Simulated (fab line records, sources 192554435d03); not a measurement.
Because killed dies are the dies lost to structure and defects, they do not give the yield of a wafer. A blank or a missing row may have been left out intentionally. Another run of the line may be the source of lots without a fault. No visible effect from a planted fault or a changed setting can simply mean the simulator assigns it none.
2 desks looking at one fault | flow n5Finfet | what lay behind the numbers comes last; until then each desk has only its own

AT THE TOOL OWNER'S DESK: rieDiel-06
The tool's own readings at N5_BEOL_M7_ETCH_62 (etches SOC in N2/H2, target depth 110 nm, overetch 22 nm, time 165 s): means of the sampled wafers that have a number, for each lot that ran on this tool. The brackets show how far a lot's mean lies from the usual mean; more than 4 standard deviations puts the lot out of limits, marked OUT.
Columns: A = biasW at N5_BEOL_M7_ETCH_62, usual 150.1 W; B = chamberPressureMTorr at N5_BEOL_M7_ETCH_62, usual 30.003 mTorr; C = drypumpMotorCurrentA at N5_BEOL_M7_ETCH_62, usual 5.72 A; D = oesProductAu at N5_BEOL_M7_ETCH_62, usual 0.64 a.u.; E = rfVppV at N5_BEOL_M7_ETCH_62, usual 524.1 V; F = showerheadPlenumPTorr at N5_BEOL_M7_ETCH_62, usual 2.55 Torr; G = throttleValvePct at N5_BEOL_M7_ETCH_62, usual 17.95 %
lot  | first seen here | A     | B      | C    | D    | E     | F    | G
L979 | day 8 20:17     | 150.0 | 30.001 | 5.84 | 0.67 | 525.9 | 2.59 | 17.98
L984 | day 10 02:25    | 150.5 | 30.004 | 5.76 | 0.61 | 524.6 | 2.56 | 17.97
L985 | day 10 02:56    | 149.7 | 30.017 | 5.72 | 0.65 | 523.4 | 2.55 | 17.97
L991 | day 11 11:59    | 150.3 | 29.996 | 5.73 | 0.60 | 524.5 | 2.58 | 17.96
L995 | day 13 02:52    | 150.2 | 29.989 | 5.67 | 0.59 | 523.2 | 2.51 | 18.00
L100 | day 14 04:05    | 149.7 | 30.025 | 5.76 | 0.59 | 524.1 | 2.55 | 18.03
Finding of this desk: none of the 6 lots has anything out of limits.

THE METROLOGY DESK
What the gauges read for every lot (on any tool): the sampled wafers with a number, averaged. The brackets show how far a lot's mean lies from the usual mean; more than 4 standard deviations puts the lot out of limits, marked OUT.
Columns: A = cdNm at N5_BEOL_M7_CD_MEAS_18, usual 39.8 nm
lot  | first seen here | A
L979 | day 8 20:39     | 39.5
L984 | day 10 02:46    | 39.8
L985 | day 10 03:25    | 40.5
L991 | day 11 12:27    | 39.5
L993 | day 12 05:23    | 40.1
L995 | day 13 03:20    | 40.0
L996 | day 13 08:29    | 40.3
L997 | day 13 12:20    | 39.1
L999 | day 13 21:16    | 39.9
L100 | day 14 04:29    | 40.0
L102 | day 14 12:31    | 40.0
L101 | day 14 12:44    | 40.6
Finding of this desk: none of the 12 lots has anything out of limits.

TAKEN TOGETHER
The tool owner's desk saw nothing out of limits.
Metrology desk: nothing out of limits seen.

WHAT THE SIMULATOR HAD PUT IN
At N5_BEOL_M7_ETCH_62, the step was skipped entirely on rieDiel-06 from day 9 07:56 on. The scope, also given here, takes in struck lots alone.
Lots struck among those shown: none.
